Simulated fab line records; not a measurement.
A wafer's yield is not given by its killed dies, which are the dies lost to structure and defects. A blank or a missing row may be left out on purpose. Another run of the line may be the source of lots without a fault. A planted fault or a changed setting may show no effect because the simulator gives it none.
Which tool was responsible? | flow nand harc | 12 lots with 36 wafers sampled at 6 steps, on a route of 1159 steps

WHAT THE GAUGES SHOWED, per wafer
NHARC_A_M0_CD_MEAS_16. Usual: cd nm 79.7 nm, standard deviation 0.67.
lot  | measured     | on        | cd nm (nm)     | flag
L616 | day 18 20:55 | cd sem-03 | 79.0 80.0 79.7 |
L617 | day 19 03:20 | cd sem-03 | 80.0 80.3 79.9 |
L618 | day 19 04:21 | cd sem-02 | 79.3 79.1 78.9 |
L619 | day 19 10:15 | cd sem-01 | 80.0 82.2 80.1 |
L630 | day 22 12:05 | cd sem-01 | 79.0 79.3 79.3 |
L631 | day 24 06:24 | cd sem-02 | 79.4 80.1 80.1 |
L633 | day 24 09:52 | cd sem-02 | 78.5 78.9 79.0 |
L632 | day 24 10:07 | cd sem-03 | 80.0 79.7 79.8 |
L636 | day 24 18:22 | cd sem-01 | 80.1 79.3 79.9 |
L639 | day 24 21:04 | cd sem-01 | 80.2 80.3 80.8 |
L638 | day 24 22:10 | cd sem-03 | 79.5 79.6 80.2 |
L637 | day 25 06:28 | cd sem-03 | 79.5 79.5 80.3 |

NHARC_END_SORT_01. Usual: defect limited yield 95.4 %, standard deviation 1.6; killed at array 28, standard deviation 11; killed at other 0.9, standard deviation 1.2; killed at periphery 2.6, standard deviation 2.1; killed dies 31, standard deviation 11; killed open 3.1, standard deviation 1.7; killed short 1.9, standard deviation 1.3; sort_bin_2_pct 1.5 %, standard deviation 0.64; sort_bin_3_pct 0.26 %, standard deviation 0.21; sort_bin_4_pct 2.9 %, standard deviation 1.1; sort n pass 646, standard deviation 11; sort rim yield pct 96.4 %, standard deviation 2.3; sort yield pct 95.4 %, standard deviation 1.6.
lot  | measured     | on        | defect limited yield (%) | killed at array | killed at other | killed at periphery | killed dies | killed open | killed short | sort_bin_2_pct (%) | sort_bin_3_pct (%) | sort_bin_4_pct (%) | sort n pass | sort rim yield pct (%) | sort yield pct (%) | flag
L630 | day 24 05:40 | prober-02 | 94.8 95.0 94.4           | 33 32 36        | 1 2 0           | 1 0 2               | 35 34 38    | 1 6 2       | 5 2 2        | 1.9 1.8 1.8        | 0.15 0.30 0        | 3.1 3.0 3.8        | 642 643 639 | 98.1 98.1 95.3         | 94.8 95.0 94.4     |
L631 | day 25 23:12 | prober-02 | 96.2 97.0 95.1           | 23 14 30        | 3 4 3           | 0 2 0               | 26 20 33    | 2 5 3       | 0 1 0        | 1.2 0.9 1.5        | 0.44 0 0.30        | 2.2 2.1 3.1        | 651 657 644 | 100.0 98.1 97.2        | 96.2 97.0 95.1     |
L633 | day 26 06:05 | prober-02 | 93.8                     | 38              | 0               | 4                   | 42          | 3           | 3            | 1.6                | 0.30               | 4.3                | 635         | 94.3                   | 93.8               |
L632 | day 26 10:08 | prober-01 | 94.8                     | 26              | 1               | 8                   | 35          | 4           | 1            | 1.3                | 0.30               | 3.5                | 642         | 95.3                   | 94.8               |
L637 | day 27 20:56 | prober-02 | 93.9 95.0 94.5           | 39 27 36        | 2 7 1           | 0 0 0               | 41 34 37    | 5 1 3       | 2 1 2        | 2.5 1.5 1.8        | 0.30 1.03 0.30     | 3.2 2.5 3.4        | 636 643 640 | 98.1 87.7 97.2         | 93.9 95.0 94.5     |

WHICH TOOL RAN EACH LOT (tool, then ch and the chambers of the sampled wafers, then the start)
lot  | NHARC_A_BLC_STRIP_21               | NHARC_A_M0_DEVELOP_08             | NHARC_A_M0_DEGAS_28          | NHARC_A_M0_PRE_CLEAN_29
L616 | rie diel-09 ch 0,3, day 18 03:29   | litho track-06 ch 0, day 18 20:00 | pvd sputter-03, day 18 21:32 | pvd sputter-03, no start
L617 | rie diel-06 ch 0,1,3, day 18 23:50 | litho track-04 ch 0, day 19 02:00 | pvd sputter-02, day 19 03:57 | pvd sputter-02, no start
L618 | rie diel-06 ch 0,1, day 19 00:59   | litho track-04 ch 0, day 19 03:00 | pvd sputter-02, day 19 04:59 | pvd sputter-02, no start
L619 | rie diel-08 ch 0,1,2, day 19 07:02 | litho track-04 ch 0, day 19 09:00 | pvd sputter-02, day 19 10:52 | pvd sputter-02, no start
L630 | rie diel-06 ch 1,2, day 22 08:58   | litho track-01 ch 0, day 22 11:00 | pvd sputter-03, day 22 12:43 | pvd sputter-03, day 24 05:40 or earlier
L631 | rie diel-08 ch 1,2,3, day 23 10:02 | litho track-04 ch 0, day 24 05:00 | pvd sputter-02, day 24 07:01 | pvd sputter-02, day 25 23:12 or earlier
L633 | rie diel-06 ch 1,2,3, day 23 14:28 | litho track-06 ch 0, day 24 09:00 | pvd sputter-01, day 24 10:29 | pvd sputter-01, day 26 06:05 or earlier
L632 | rie diel-08 ch 2,3, day 23 14:30   | litho track-01 ch 0, day 24 09:00 | pvd sputter-03, day 24 10:47 | pvd sputter-03, day 26 10:08 or earlier
L636 | rie diel-08 ch 0,2,3, day 24 13:07 | litho track-06 ch 0, day 24 17:00 | pvd sputter-03, day 24 19:01 | pvd sputter-03, no start
L639 | rie diel-06 ch 0,1, day 24 16:59   | litho track-04 ch 0, day 24 20:00 | pvd sputter-03, day 24 21:41 | pvd sputter-03, no start
L638 | rie diel-08 ch 0,1,2, day 24 17:46 | litho track-04 ch 0, day 24 21:00 | pvd sputter-03, day 24 22:47 | pvd sputter-03, no start
L637 | rie diel-06 ch 0,1, day 24 23:22   | litho track-06 ch 0, day 25 05:00 | pvd sputter-03, day 25 07:07 | pvd sputter-03, day 27 20:56 or earlier
- NHARC_A_BLC_STRIP_21: strips in O2.
- NHARC_A_M0_DEVELOP_08: develop time 35 s.
- NHARC_A_M0_DEGAS_28: time 60 s.
- NHARC_A_M0_PRE_CLEAN_29: time 30 s.

WHAT THE TOOLS THEMSELVES READ (means of the sampled wafers that have a number; where no wafer has one, the mark that the record gives instead)
NHARC_A_BLC_STRIP_21. Usual: drypump motor current A 5.6 A, standard deviation 0.36; oes product au 0.997 a.u., standard deviation 0.0074; rf vpp V 58.0 V, standard deviation 0.97; showerhead plenum p Torr 3.59 Torr, standard deviation 0.17; throttle valve pct 17.036 %, standard deviation 0.0086.
lot  | tool        | drypump motor current A (A) | oes product au (a.u.) | rf vpp V (V) | showerhead plenum p Torr (Torr) | throttle valve pct (%) | flag
L616 | rie diel-09 | 5.0                         | 0.999                 | 57.2         | 3.40                            | 17.038                 |
L617 | rie diel-06 | 5.7                         | 0.996                 | 57.9         | 3.60                            | 17.035                 |
L618 | rie diel-06 | 6.0                         | 0.995                 | 58.1         | 3.60                            | 17.035                 |
L619 | rie diel-08 | 5.5                         | 0.999                 | 58.4         | 3.61                            | 17.038                 |
L630 | rie diel-06 | 5.8                         | 1.002                 | 58.5         | 3.59                            | 17.045                 |
L631 | rie diel-08 | 5.5                         | 0.996                 | 58.1         | 3.66                            | 17.030                 |
L633 | rie diel-06 | 5.7                         | 0.994                 | 58.3         | 3.66                            | 17.043                 |
L632 | rie diel-08 | 5.8                         | 0.994                 | 58.4         | 3.71                            | 17.035                 |
L636 | rie diel-08 | 5.6                         | 0.989                 | 57.7         | 3.62                            | 17.034                 |
L639 | rie diel-06 | 6.0                         | 1.001                 | 58.3         | 3.60                            | 17.039                 |
L638 | rie diel-08 | 5.5                         | 0.991                 | 58.2         | 3.60                            | 17.035                 |
L637 | rie diel-06 | 6.0                         | 0.993                 | 57.5         | 3.60                            | 17.038                 |

NHARC_A_M0_DEGAS_28. Usual: heater power w 341 W, standard deviation 28.
lot  | tool           | heater power w (W) | flag
L616 | pvd sputter-03 | 358                |
L617 | pvd sputter-02 | 357                |
L618 | pvd sputter-02 | 352                |
L619 | pvd sputter-02 | 355                |
L630 | pvd sputter-03 | 331                |
L631 | pvd sputter-02 | 327                |
L633 | pvd sputter-01 | 348                |
L632 | pvd sputter-03 | 335                |
L636 | pvd sputter-03 | 329                |
L639 | pvd sputter-03 | 360                |
L638 | pvd sputter-03 | 322                |
L637 | pvd sputter-03 | 319                |

NHARC_A_M0_PRE_CLEAN_29. Usual: heater power w 416 W, standard deviation 35.
lot  | tool           | heater power w (W) | flag
L616 | pvd sputter-03 | 450                |
L617 | pvd sputter-02 | 441                |
L618 | pvd sputter-02 | 401                |
L619 | pvd sputter-02 | 409                |
L630 | pvd sputter-03 | 398                |
L631 | pvd sputter-02 | 451                |
L633 | pvd sputter-01 | 433                |
L632 | pvd sputter-03 | 418                |
L636 | pvd sputter-03 | 421                |
L639 | pvd sputter-03 | 411                |
L638 | pvd sputter-03 | 385                |
L637 | pvd sputter-03 | 413                |

THE ANSWER, worked out from the rows above alone
Rule: lot off if the mean of its wafers having a number is beyond 3 standard deviations from the usual mean. A lot without any number at a reading at which 4 lots or more have one is off too. The other lots that the step has rows for count as sound. Order of review: gauges by route order, followed by the tools' own readings, for which a lot's mean as printed above is used. At the first step where some lot is off, the reading lying furthest off is the one used; lots without a number count as furthest.
None of the lots is off at any reading shown; this tells nothing.

WHAT THE SIMULATOR PUT IN
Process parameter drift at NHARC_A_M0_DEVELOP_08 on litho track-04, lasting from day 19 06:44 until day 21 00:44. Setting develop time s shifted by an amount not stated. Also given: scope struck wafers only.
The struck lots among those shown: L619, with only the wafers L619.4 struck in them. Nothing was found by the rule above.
